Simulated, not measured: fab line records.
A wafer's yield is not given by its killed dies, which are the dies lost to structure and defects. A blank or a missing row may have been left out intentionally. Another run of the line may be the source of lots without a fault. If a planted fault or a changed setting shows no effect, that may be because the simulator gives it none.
Split-lot study -- flow n5 finfet -- 21 wafers read from 7 lots, route of 1938 steps

## THE SPLIT ITSELF
At N5_MIM_BOT_SPUTTER_00 (material TiN, target thk 35 nm, time 89.7 s), the setting time s was moved away from the recipe's 89.7 s on 6 of the 21 wafers read, by -13.5% to +10.7%. All remaining wafers had this setting at the recipe value.

Reading taken at the split's own step.

## THE READING
TiN_of_MIM_BOT_SPUTTER_00.thk nm (the simulator's own value, which no gauge read), in nm, at N5_MIM_BOT_SPUTTER_00 (material TiN, target thk 35 nm, time 89.7 s). The file gives no usual value for it. Average 35.1 nm, standard deviation 0.3 nm, over the 15 wafers here run with the recipe.

wafer,"tool, chamber at the split","time s as run, s",against the recipe,"TiN_of_MIM_BOT_SPUTTER_00.thk nm, nm",against lot-mates on the recipe
L074.1,"pvd sputter-01, -",89.7,recipe,34.8,-
L074.2,"pvd sputter-01, -",89.7,recipe,34.8,-
L074.3,"pvd sputter-01, -",89.7,recipe,35,-
L079.2,"pvd sputter-02, -",89.7,recipe,34.8,-
L079.3,"pvd sputter-02, -",89.7,recipe,35.2,-
L079.4,"pvd sputter-02, -",85.79,-4.4%,34,-1.0
L080.1,"pvd sputter-02, -",99.33,+10.7%,39,+4.2
L080.2,"pvd sputter-02, -",89.7,recipe,34.8,-
L080.5,"pvd sputter-02, -",89.7,recipe,34.8,-
L082.1,"pvd sputter-01, -",77.61,-13.5%,30.6,-5.0
L082.3,"pvd sputter-01, -",77.61,-13.5%,30.4,-5.2
L082.4,"pvd sputter-01, -",89.7,recipe,35.6,-
L085.1,"pvd sputter-03, -",89.7,recipe,35.2,-
L085.3,"pvd sputter-03, -",89.7,recipe,35.4,-
L085.4,"pvd sputter-03, -",81.82,-8.8%,31.4,-3.9
L089.1,"pvd sputter-01, -",94.93,+5.8%,37,+1.6
L089.3,"pvd sputter-01, -",89.7,recipe,35.4,-
L089.5,"pvd sputter-01, -",89.7,recipe,35.4,-
L091.1,"pvd sputter-02, -",89.7,recipe,35.6,-
L091.2,"pvd sputter-02, -",89.7,recipe,35,-
L091.5,"pvd sputter-02, -",89.7,recipe,35.4,-

FIT RESULTS
A straight line over all 21 wafers: TiN_of_MIM_BOT_SPUTTER_00.thk nm changes by +0.353 nm for each +1% of time s; r = +0.99; the points scatter about the line by 0.32 nm.
The same after taking each lot's own level away (the mean of its wafers on the recipe; 21 wafers): +0.378 nm for each +1%; r = +0.99; scatter 0.28 nm.
That fit puts the effect of the largest move of time s on the reading at 5.1 nm.
The span of the lots' own levels, 34.80 to 35.60 nm, comes to 2.7 times the standard deviation stated above.
The two slopes agree, so the slope changes little with the lot-to-lot level.
Check: for one of the wafers moved furthest among these (-13.5%), held out of the fit, the line's prediction against its lot-mates is -5.16 nm. Against them it came out at -5 nm.

## FILE'S OWN FIT
TiN_of_MIM_BOT_SPUTTER_00.thk nm changes by +0.379 nm for each +1% of time s, r = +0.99.
